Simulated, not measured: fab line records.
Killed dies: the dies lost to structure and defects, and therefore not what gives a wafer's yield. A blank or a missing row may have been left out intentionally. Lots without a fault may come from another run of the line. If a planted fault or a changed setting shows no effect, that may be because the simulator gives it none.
Split-lot study | flow n5Finfet | route with 1938 steps; 7 lots, 39 wafers read

## SPLIT DETAILS
At N5_BEOL_M6_VIA_ETCH_34 (etches SiCOH lowk in C4F6/O2, target depth 126.3 nm, time 50.9 s), the setting timeS was moved away from the recipe's 50.9 s on 15 of the 39 wafers read, by -46.0% to +49.2%. All remaining wafers had this setting at the recipe value.

Reading taken at the split's own step.

## THE READING
SOC_of_BEOL_M6_COAT_63.thkNm (the simulator's own value, which no gauge read), in nm, at N5_BEOL_M6_VIA_ETCH_34 (etches SiCOH lowk in C4F6/O2, target depth 126.3 nm, time 50.9 s). The file does not state a usual value for it. Across the 24 wafers here that went through the recipe, the average is 54.0 nm and the standard deviation 0.21 nm.

wafer  | tool, chamber at the split | timeS as run, s | against the recipe | SOC_of_BEOL_M6_COAT_63.thkNm, nm | against lot-mates on the recipe
L074.1 | rieDiel-04, 2              | 50.9            | recipe             | 54                               | -
L074.2 | rieDiel-04, 1              | 40.77           | -19.9%             | 55.4                             | +1.3
L074.3 | rieDiel-04, 0              | 50.9            | recipe             | 54.2                             | -
L074.4 | rieDiel-04, 2              | 40.77           | -19.9%             | 55.4                             | +1.3
L074.5 | rieDiel-04, 1              | 50.9            | recipe             | 54.2                             | -
L074.6 | rieDiel-04, 0              | 40.77           | -19.9%             | 55.2                             | +1.1
L076.1 | rieDiel-01, 1              | 50.9            | recipe             | 54                               | -
L076.2 | rieDiel-01, 0              | 27.47           | -46.0%             | 57                               | +2.9
L076.3 | rieDiel-01, 2              | 50.9            | recipe             | 54.2                             | -
L076.4 | rieDiel-01, 3              | 27.47           | -46.0%             | 56.8                             | +2.7
L076.5 | rieDiel-01, 2              | 50.9            | recipe             | 54.2                             | -
L076.6 | rieDiel-01, 3              | 27.47           | -46.0%             | 57                               | +2.9
L082.1 | rieDiel-04, 0              | 50.9            | recipe             | 54.2                             | -
L082.2 | rieDiel-04, 3              | 50.9            | recipe             | 53.8                             | -
L082.3 | rieDiel-04, 1              | 50.9            | recipe             | 53.8                             | -
L082.4 | rieDiel-04, 2              | 50.9            | recipe             | 54.2                             | -
L082.5 | rieDiel-04, 0              | 50.9            | recipe             | 54                               | -
L082.6 | rieDiel-04, 1              | 50.9            | recipe             | 54                               | -
L087.1 | rieDiel-03, 1              | 50.9            | recipe             | 54.2                             | -
L087.2 | rieDiel-03, 0              | 74.17           | +45.7%             | 50.8                             | -3.2
L087.3 | rieDiel-03, 2              | 74.17           | +45.7%             | 51                               | -3.0
L087.4 | rieDiel-03, 0              | 50.9            | recipe             | 54                               | -
L087.5 | rieDiel-03, 1              | 74.17           | +45.7%             | 51.4                             | -2.6
L087.6 | rieDiel-03, 2              | 50.9            | recipe             | 53.8                             | -
L091.1 | rieDiel-01, 3              | 50.9            | recipe             | 53.8                             | -
L091.2 | rieDiel-01, 2              | 75.92           | +49.2%             | 51                               | -2.9
L091.3 | rieDiel-01, 1              | 50.9            | recipe             | 54                               | -
L091.4 | rieDiel-01, 3              | 75.92           | +49.2%             | 50.6                             | -3.3
L091.5 | rieDiel-01, 2              | 50.9            | recipe             | 54                               | -
L091.6 | rieDiel-01, 1              | 75.92           | +49.2%             | 51                               | -2.9
L096.1 | rieDiel-03, 1              | 50.9            | recipe             | 53.6                             | -
L096.2 | rieDiel-03, 0              | 50.9            | recipe             | 53.8                             | -
L096.3 | rieDiel-03, 2              | 73.05           | +43.5%             | 51                               | -2.6
L096.4 | rieDiel-03, 3              | 73.05           | +43.5%             | 51                               | -2.6
L096.5 | rieDiel-03, 2              | 50.9            | recipe             | 53.4                             | -
L096.6 | rieDiel-03, 3              | 73.05           | +43.5%             | 51                               | -2.6
L097.2 | rieDiel-04, 3              | 50.9            | recipe             | 53.8                             | -
L097.4 | rieDiel-04, 1              | 50.9            | recipe             | 54                               | -
L097.5 | rieDiel-04, 1              | 50.9            | recipe             | 53.8                             | -

THE FIT
A straight line over all 39 wafers: SOC_of_BEOL_M6_COAT_63.thkNm changes by -0.0648 nm for each +1% of timeS; r = -0.99; the points scatter about the line by 0.2 nm.
The same after taking each lot's own level away (the mean of its wafers on the recipe; 39 wafers): -0.0617 nm for each +1%; r = -1.00; scatter 0.15 nm.
Per that fit: largest timeS move, reading shift of 3 nm.
The span of the lots' own levels, 53.60 to 54.13 nm, comes to 2.6 times the standard deviation stated above.
The two slopes agree, so the slope changes little with the lot-to-lot level.
Check: for one of the wafers moved furthest among these (+49.2%), held out of the fit, the line's prediction against its lot-mates is -3.05 nm. Against them it came out at -2.93 nm.

## THE OTHER SPLITS THESE WAFERS WENT THROUGH
Before the reading, these wafers also passed through other splits. Each is held against what the fit with the lots' levels taken away leaves over:
other split on the same wafers        | wafers away from the commonest value | r with SOC_of_BEOL_M6_COAT_63.thkNm (lot level and that fit taken away)
N5_ZERO_LAYER_DEVELOP_10 developTimeS | 18                                   | -0.20
N5_FIN_SAQP_PECVD_47 timeS            | 12                                   | +0.03
N5_HKMG_FIN_ALD_75 targetThkA         | 12                                   | -0.15
N5_MOL_CONTACT_COAG_ALD_27 aldCycles  | 12                                   | -0.03

## THE WHOLE CHAIN: every reading that the file lists as answering this split, in the file's order
step                   | what it does                                                     | reading                                                                       | change (the file's fit)                | r (the file's)
N5_BEOL_M6_VIA_ETCH_34 | etches SiCOH lowk in C4F6/O2, target depth 126.3 nm, time 50.9 s | etch.depthNm (the simulator's own value, which no gauge read)                 | +1.25 nm for each +1% of the setting   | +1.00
N5_BEOL_M6_VIA_ETCH_34 | etches SiCOH lowk in C4F6/O2, target depth 126.3 nm, time 50.9 s | SOC_of_BEOL_M6_COAT_63.thkNm (the simulator's own value, which no gauge read) | -0.0618 nm for each +1% of the setting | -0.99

## FILE'S OWN FIT
SOC_of_BEOL_M6_COAT_63.thkNm changes by -0.0618 nm for each +1% of timeS, r = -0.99.
